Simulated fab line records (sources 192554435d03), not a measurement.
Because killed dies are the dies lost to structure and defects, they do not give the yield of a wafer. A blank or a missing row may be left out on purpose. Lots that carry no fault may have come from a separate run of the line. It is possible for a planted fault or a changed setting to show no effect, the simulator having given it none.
Matching of chambers | flow n5Finfet | rieDiel-04 running N5_BEOL_M5_STRIP_36: 4 sister chambers
The step strips in N2/H2. 16 wafers are shown with their chamber, then 8 later ones without.

## WAFERS, EACH WITH ITS CHAMBER
wafer  | chamber | showerheadPlenumPTorr (Torr) | throttleValvePct (%) | drypumpMotorCurrentA (A)
L080.2 | 3       | 2.69                         | 23.33                | 5.8
L080.3 | 1       | 2.69                         | 23.76                | 5.9
L080.6 | 1       | 2.69                         | 23.74                | 5.9
L081.1 | 0       | 2.51                         | 23.30                | 5.1
L081.3 | 2       | 2.69                         | 23.06                | 5.6
L081.6 | 2       | 2.69                         | 23.05                | 5.6
L082.2 | 3       | 2.69                         | 23.35                | 5.7
L082.3 | 0       | 2.51                         | 23.33                | 5.1
L082.5 | 0       | 2.51                         | 23.30                | 5.1
L090.3 | 0       | 2.50                         | 23.34                | 5.1
L090.4 | 1       | 2.68                         | 23.78                | 5.9
L090.5 | 3       | 2.68                         | 23.36                | 5.7
L089.1 | 0       | 2.50                         | 23.34                | 5.1
L089.2 | 1       | 2.68                         | 23.78                | 5.9
L089.6 | 1       | 2.68                         | 23.75                | 5.9
L093.1 | 1       | 2.68                         | 23.78                | 5.8

SIGNATURES, as means of the wafers listed above
reading               | chamber 0 | chamber 1 | chamber 2 | chamber 3 | scatter within a chamber
showerheadPlenumPTorr | 2.5060    | 2.6833    | 2.6900    | 2.6867    | 0.00516
throttleValvePct      | 23.3220   | 23.7650   | 23.0550   | 23.3467   | 0.0177
drypumpMotorCurrentA  | 5.100     | 5.883     | 5.600     | 5.733     | 0.0354
Rule: for a wafer and a chamber, the distance is found by dividing, reading by reading, the gap between the wafer's reading and the chamber's mean by the reading's scatter, squaring, summing and taking the root. The wafer belongs to the nearest chamber; if the next one is less than 2 further off, it can't be placed. The scatter is the square root of a quotient: the sum, over the shown wafers, of each reading's squared deviation from its chamber's mean, divided by wafers minus chambers.

## WAFERS WHOSE CHAMBER IS MISSING
wafer  | showerheadPlenumPTorr (Torr) | throttleValvePct (%) | drypumpMotorCurrentA (A)
L093.2 | 2.68                         | 23.38                | 5.7
L093.5 | 2.50                         | 23.33                | 5.1
L094.1 | 2.68                         | 23.37                | 5.7
L094.2 | 2.68                         | 23.76                | 5.9
L094.4 | 2.69                         | 23.05                | 5.6
L095.1 | 2.50                         | 23.36                | 5.1
L095.3 | 2.67                         | 23.77                | 5.9
L095.6 | 2.50                         | 23.36                | 5.1

## EACH ONE'S CHAMBER
wafer  | from the rows above | in truth
L093.2 | 3                   | 3
L093.5 | 0                   | 0
L094.1 | 3                   | 3
L094.2 | 1                   | 1
L094.4 | 2                   | 2
L095.1 | 0                   | 0
L095.3 | 1                   | 1
L095.6 | 0                   | 0
Correct placement for 8 of the 8. Number that these rows cannot place: 0. Number placed wrongly: 0.
